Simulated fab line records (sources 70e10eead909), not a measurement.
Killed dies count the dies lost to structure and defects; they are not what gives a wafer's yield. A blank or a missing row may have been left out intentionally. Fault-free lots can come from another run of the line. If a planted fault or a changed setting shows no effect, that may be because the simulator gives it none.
Which tool is to blame?	flow nand harc	18 wafers from 6 lots sampled at 4 of the route's 1159 steps

== WHAT EACH GAUGE READ, for each wafer ==
NHARC_END_WLT_00.
lot	measured	on	VT_DECK1_BOTTOM
L786	day 21 09:02	prober-02	0.870 0.863 0.859
L785	day 21 01:16	prober-02	0.887 0.886 0.882
L793	day 24 09:38	prober-02	0.873 0.878 0.869
L800	day 26 03:10	prober-02	0.886 0.890 0.871
L803	day 26 18:43	prober-02	0.870 0.873 0.872
L804	day 27 17:58	prober-02	0.871 0.873 0.870

== WHICH TOOL RAN EACH LOT (tool, then ch and the chambers of the sampled wafers, then the start) ==
lot	NHARC_A_STAIRCASE_ETCHBACK_157	NHARC_THIN_TSV_CMP_01	NHARC_THIN_TSV_DEP_43
L786	rie diel-09 ch 2,3, day 14 10:20	cmp-02 ch 1,2,3, day 20 10:58	pecvd-04 ch 1,2, day 20 11:28
L785	rie diel-09 ch 0,1,2, day 14 12:56	cmp-02 ch 0,2,3, day 20 02:47	pecvd-04 ch 1,2, day 20 03:16
L793	rie diel-13 ch 0,1,3, day 16 02:10	cmp-04 ch 0,2, day 23 15:20	pecvd-01 ch 0,1, day 23 15:52
L800	rie diel-11 ch 0,2,3, day 18 00:46	cmp-03 ch 0,2,3, day 25 10:35	pecvd-02 ch 0,1,2, day 25 11:08
L803	rie diel-09 ch 0,1,2, day 20 12:44	cmp-04 ch 1,2,3, day 25 19:02	pecvd-04 ch 0,1,2, day 25 19:29
L804	rie diel-09 ch 0,1, day 20 16:53	cmp-04 ch 1,3, day 26 04:40	pecvd-02 ch 0,2, day 26 05:20
- NHARC_A_STAIRCASE_ETCHBACK_157: etches the open film in CH3F/O2, target depth 90 nm, time 167.14 s.
- NHARC_THIN_TSV_CMP_01: polishes.
- NHARC_THIN_TSV_DEP_43: deposits SiO2, target thk 1328.5 nm.

== THE ANSWER, worked out from the rows above alone ==
Rule: the usual values come from the lots themselves. The widest of any qualifying gaps counts: lots, ordered by their means at a reading, are off when they make up no more than a third of the lots, leave a main group of 4 or more, and stand apart from it by 3 or more times the standard deviation of that group's means. A main group is skipped when, at the precision printed for the reading in the tables above, its means are all equal. Also off: a lot with no number at a reading for which 4 or more lots have one. The other lots that the step has rows for count as sound.
Across all readings shown, no lot is off: no conclusion can be drawn from this.

== WHAT HAD BEEN PUT IN BY THE SIMULATOR ==
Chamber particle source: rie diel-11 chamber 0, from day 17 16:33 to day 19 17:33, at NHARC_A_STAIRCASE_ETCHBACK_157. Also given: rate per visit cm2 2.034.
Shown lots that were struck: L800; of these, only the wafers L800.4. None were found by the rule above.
